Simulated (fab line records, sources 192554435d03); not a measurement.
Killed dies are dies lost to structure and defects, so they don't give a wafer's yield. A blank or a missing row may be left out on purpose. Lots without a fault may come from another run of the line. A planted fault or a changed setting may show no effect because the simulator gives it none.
Which tool did it? | flow n5_finfet | 24 lots, 72 wafers sampled, at 4 steps of a route of 1938

WHAT THE GAUGES READ, wafer by wafer
N5_BEOL_M0_SAQP_OVL_MEAS_15. Usual: M0_CORE_OVL -0.5 nm, standard deviation 0.69.
lot  | measured     | on         | M0_CORE_OVL (nm) | flag
L074 | day 5 16:22  | overlay-02 | -1.4 -2.5 -1.3   |
L075 | day 5 19:56  | overlay-02 | -1.2 0.4 -1.9    |
L076 | day 6 04:22  | overlay-01 | -1.2 -1.1 0.0    |
L077 | day 6 07:33  | overlay-02 | -0.1 -0.7 -0.3   |
L078 | day 6 14:57  | overlay-02 | 0.2 -0.4 -1.1    |
L079 | day 6 15:58  | overlay-01 | -1.0 -0.6 0.1    |
L080 | day 6 20:53  | overlay-02 | 0.1 -0.8 0.6     |
L081 | day 7 04:59  | overlay-02 | -0.6 0.2 0.7     |
L082 | day 7 13:23  | overlay-02 | -0.6 -0.6 0.1    |
L083 | day 7 20:14  | overlay-02 | -0.3 -0.7 -0.1   |
L084 | day 8 00:04  | overlay-02 | -0.6 0.2 0.3     |
L086 | day 8 07:52  | overlay-01 | 0.1 -0.7 -0.7    |
L085 | day 8 11:46  | overlay-01 | 1.6 -0.6 0.7     |
L087 | day 8 20:54  | overlay-01 | -1.3 -1.6 -1.7   |
L088 | day 9 00:19  | overlay-01 | -0.6 0.2 -0.4    |
L089 | day 9 07:16  | overlay-02 | -0.6 1.1 -0.3    |
L090 | day 9 17:09  | overlay-01 | -1.1 0.1 -0.6    |
L091 | day 9 20:26  | overlay-01 | 0.3 -0.7 0.8     |
L092 | day 9 23:22  | overlay-02 | -0.6 -0.5 -0.6   |
L093 | day 10 07:34 | overlay-02 | -0.4 -1.1 -0.7   |
L094 | day 10 11:08 | overlay-02 | -1.2 -0.9 -0.8   |
L095 | day 10 18:36 | overlay-02 | 0.5 -0.9 -1.0    |
L096 | day 11 02:40 | overlay-02 | 0.7 0.1 0.6      |
L097 | day 11 05:48 | overlay-02 | 0.7 0.0 -0.8     |

N5_BEOL_M0_OCD_MEAS_108. Usual: trench_depth_nm 32.6 nm, standard deviation 0.78.
lot  | measured     | on     | trench_depth_nm (nm) | flag
L074 | day 6 00:50  | ocd-02 | 31.2 33.8 33.0       |
L075 | day 6 04:54  | ocd-01 | 32.5 31.9 32.3       |
L076 | day 6 15:20  | ocd-01 | 32.7 31.8 31.3       |
L077 | day 6 15:15  | ocd-01 | 33.5 33.2 32.0       |
L078 | day 6 22:02  | ocd-02 | 31.6 32.2 32.3       |
L079 | day 7 01:18  | ocd-01 | 32.0 32.1 33.3       |
L080 | day 7 03:48  | ocd-01 | 32.2 33.8 32.6       |
L081 | day 7 13:25  | ocd-01 | 31.8 32.3 32.2       |
L082 | day 7 22:47  | ocd-01 | 33.8 33.5 33.7       |
L083 | day 8 06:18  | ocd-01 | 31.8 34.1 31.4       |
L084 | day 8 07:42  | ocd-01 | 33.7 32.3 32.2       |
L086 | day 8 15:56  | ocd-02 | 31.9 33.0 31.3       |
L085 | day 8 23:48  | ocd-02 | 32.3 32.3 31.5       |
L087 | day 9 06:07  | ocd-02 | 32.9 32.4 32.1       |
L088 | day 9 07:01  | ocd-01 | 33.8 32.2 31.8       |
L089 | day 9 15:37  | ocd-01 | 33.1 32.6 32.3       |
L090 | day 10 01:55 | ocd-01 | 31.9 31.7 32.1       |
L091 | day 10 07:28 | ocd-02 | 33.5 33.2 33.6       |
L092 | day 10 07:08 | ocd-01 | 32.0 32.5 33.6       |
L093 | day 10 17:05 | ocd-01 | 33.5 30.9 33.1       |
L094 | day 10 19:37 | ocd-02 | 31.6 33.4 31.1       |
L095 | day 11 01:56 | ocd-01 | 31.3 33.8 31.4       |
L096 | day 11 13:39 | ocd-02 | 32.5 34.2 33.2       |
L097 | day 11 19:19 | ocd-02 | 32.1 33.3 33.5       |

WHICH TOOL RAN EACH LOT (tool, then ch and the chambers of the sampled wafers, then the start)
lot  | N5_MOL_CONTACT_COAG_CVD_140   | N5_BEOL_M0_SAQP_SPACER2_ALD_26
L074 | cvd_w-02 ch 0,1, day 5 08:47  | ald_sin-03 ch 0,1,2, day 5 19:28
L075 | cvd_w-01 ch 0,1, day 5 12:56  | ald_sin-01 ch 0,2,3, day 5 22:51
L076 | cvd_w-01 ch 0,1, day 5 22:52  | ald_sin-01 ch 1,2, day 6 07:14
L077 | cvd_w-01 ch 0,1, day 6 02:38  | ald_sin-03 ch 2,3, day 6 10:11
L078 | cvd_w-02 ch 0,1, day 6 03:30  | ald_sin-01 ch 0,2,3, day 6 17:49
L079 | cvd_w-01 ch 0,1, day 6 10:19  | ald_sin-02 ch 1,2,3, day 6 18:55
L080 | cvd_w-01 ch 0,1, day 6 16:04  | ald_sin-01 ch 1,3, day 6 23:53
L081 | cvd_w-02 ch 0,1, day 6 23:31  | ald_sin-02 ch 2,3, day 7 07:46
L082 | cvd_w-02 ch 1, day 7 07:25    | ald_sin-03 ch 0,1, day 7 16:13
L083 | cvd_w-02 ch 0,1, day 7 14:32  | ald_sin-01 ch 1,3, day 7 23:49
L084 | cvd_w-01 ch 0,1, day 7 18:37  | ald_sin-02 ch 0,1,3, day 8 02:46
L086 | cvd_w-01 ch 0,1, day 8 01:58  | ald_sin-02 ch 0,2,3, day 8 12:20
L085 | cvd_w-02 ch 1, day 8 05:19    | ald_sin-03 ch 1,3, day 8 19:19
L087 | cvd_w-01 ch 0,1, day 8 15:12  | ald_sin-03 ch 1,3, day 9 00:44
L088 | cvd_w-02 ch 0,1, day 8 15:49  | ald_sin-03 ch 1,3, day 9 03:09
L089 | cvd_w-02 ch 0,1, day 9 01:01  | ald_sin-03 ch 1,3, day 9 11:41
L090 | cvd_w-01 ch 0,1, day 9 09:23  | ald_sin-03 ch 0,1,3, day 9 20:15
L091 | cvd_w-02 ch 0,1, day 9 13:14  | ald_sin-02 ch 1,3, day 10 00:54
L092 | cvd_w-02 ch 0,1, day 9 18:20  | ald_sin-01 ch 0,1,3, day 10 02:57
L093 | cvd_w-02 ch 0,1, day 10 01:04 | ald_sin-01 ch 0,2,3, day 10 11:14
L094 | cvd_w-02 ch 0,1, day 10 05:12 | ald_sin-03 ch 0,1,3, day 10 14:20
L095 | cvd_w-02 ch 0,1, day 10 13:08 | ald_sin-01 ch 1,2,3, day 10 21:16
L096 | cvd_w-02 ch 0,1, day 10 20:44 | ald_sin-03 ch 1,2,3, day 11 05:40
L097 | cvd_w-02 ch 0,1, day 11 00:23 | ald_sin-01 ch 1,2,3, day 11 08:28
- N5_MOL_CONTACT_COAG_CVD_140: deposits W, target thk 66.5 nm, time 215 s.
- N5_BEOL_M0_SAQP_SPACER2_ALD_26: deposits SiO2, target thk 15 nm, pulse time 1 s, purge time 2 s.

WHAT THE TOOLS THEMSELVES READ (means of the sampled wafers that have a number; where no wafer has one, the mark that the record gives instead)
N5_MOL_CONTACT_COAG_CVD_140. Usual: heater_power_w 490 W, standard deviation 15; susceptor_temp_C 300.02 C, standard deviation 0.2.
lot  | tool     | heater_power_w (W) | susceptor_temp_C (C) | flag
L074 | cvd_w-02 | 498                | 299.85               |
L075 | cvd_w-01 | 477                | 300.18               |
L076 | cvd_w-01 | 477                | 299.84               |
L077 | cvd_w-01 | 472                | 299.98               |
L078 | cvd_w-02 | 490                | 300.09               |
L079 | cvd_w-01 | 466                | 300.03               |
L080 | cvd_w-01 | 471                | 300.08               |
L081 | cvd_w-02 | 496                | 299.78               |
L082 | cvd_w-02 | 497                | 300.01               |
L083 | cvd_w-02 | 500                | 300.19               |
L084 | cvd_w-01 | 485                | 299.90               |
L086 | cvd_w-01 | 482                | 299.81               |
L085 | cvd_w-02 | 505                | 300.08               |
L087 | cvd_w-01 | 470                | 300.12               |
L088 | cvd_w-02 | 503                | 300.04               |
L089 | cvd_w-02 | 493                | 300.14               |
L090 | cvd_w-01 | 476                | 300.11               |
L091 | cvd_w-02 | 499                | 300.00               |
L092 | cvd_w-02 | 494                | 300.03               |
L093 | cvd_w-02 | 499                | 300.09               |
L094 | cvd_w-02 | 506                | 299.80               |
L095 | cvd_w-02 | 491                | 300.01               |
L096 | cvd_w-02 | 504                | 299.91               |
L097 | cvd_w-02 | 495                | 299.86               |

N5_BEOL_M0_SAQP_SPACER2_ALD_26. Usual: heater_power_w 446 W, standard deviation 55; precursor_pulse_height_rel 0.999, standard deviation 0.018; susceptor_temp_C 299.95 C, standard deviation 0.2.
lot  | tool       | heater_power_w (W) | precursor_pulse_height_rel | susceptor_temp_C (C) | flag
L074 | ald_sin-03 | 452                | 0.985                      | 299.87               |
L075 | ald_sin-01 | 455                | 1.004                      | 299.96               |
L076 | ald_sin-01 | 505                | 1.015                      | 300.01               |
L077 | ald_sin-03 | 443                | 1.000                      | 299.73               |
L078 | ald_sin-01 | 458                | 1.007                      | 299.81               |
L079 | ald_sin-02 | 413                | 1.006                      | 300.03               |
L080 | ald_sin-01 | 392                | 0.993                      | 299.94               |
L081 | ald_sin-02 | 419                | 0.994                      | 299.92               |
L082 | ald_sin-03 | 436                | 0.995                      | 299.81               |
L083 | ald_sin-01 | 409                | 1.011                      | 299.88               |
L084 | ald_sin-02 | 454                | 0.998                      | 300.27               |
L086 | ald_sin-02 | 444                | 1.004                      | 300.03               |
L085 | ald_sin-03 | 473                | 0.983                      | 300.07               |
L087 | ald_sin-03 | 456                | 1.016                      | 299.97               |
L088 | ald_sin-03 | 470                | 0.989                      | 299.82               |
L089 | ald_sin-03 | 470                | 1.003                      | 299.82               |
L090 | ald_sin-03 | 448                | 0.997                      | 299.97               |
L091 | ald_sin-02 | 408                | 0.995                      | 299.98               |
L092 | ald_sin-01 | 399                | 1.012                      | 299.94               |
L093 | ald_sin-01 | 458                | 1.001                      | 299.93               |
L094 | ald_sin-03 | 446                | 1.016                      | 300.08               |
L095 | ald_sin-01 | 453                | 1.017                      | 299.91               |
L096 | ald_sin-03 | 466                | 0.994                      | 299.89               |
L097 | ald_sin-01 | 463                | 0.985                      | 299.85               |

THE ANSWER, worked out from the rows above alone
Rule: a lot is off if the mean of its wafers that have a number lies more than 3 standard deviations from the usual mean. A lot without any number at a reading at which 4 lots or more have one is off too. The other lots that the step has rows for count as sound. The gauges are gone through in route order, then the tools' own readings, and for those a lot's mean is taken as printed above. The first step at which some lot is off is used, and at that step the reading that is off furthest; a lot without a number counts as furthest.
No lot is off at any reading shown: from this, nothing can be told.

WHAT THE SIMULATOR HAD PUT IN
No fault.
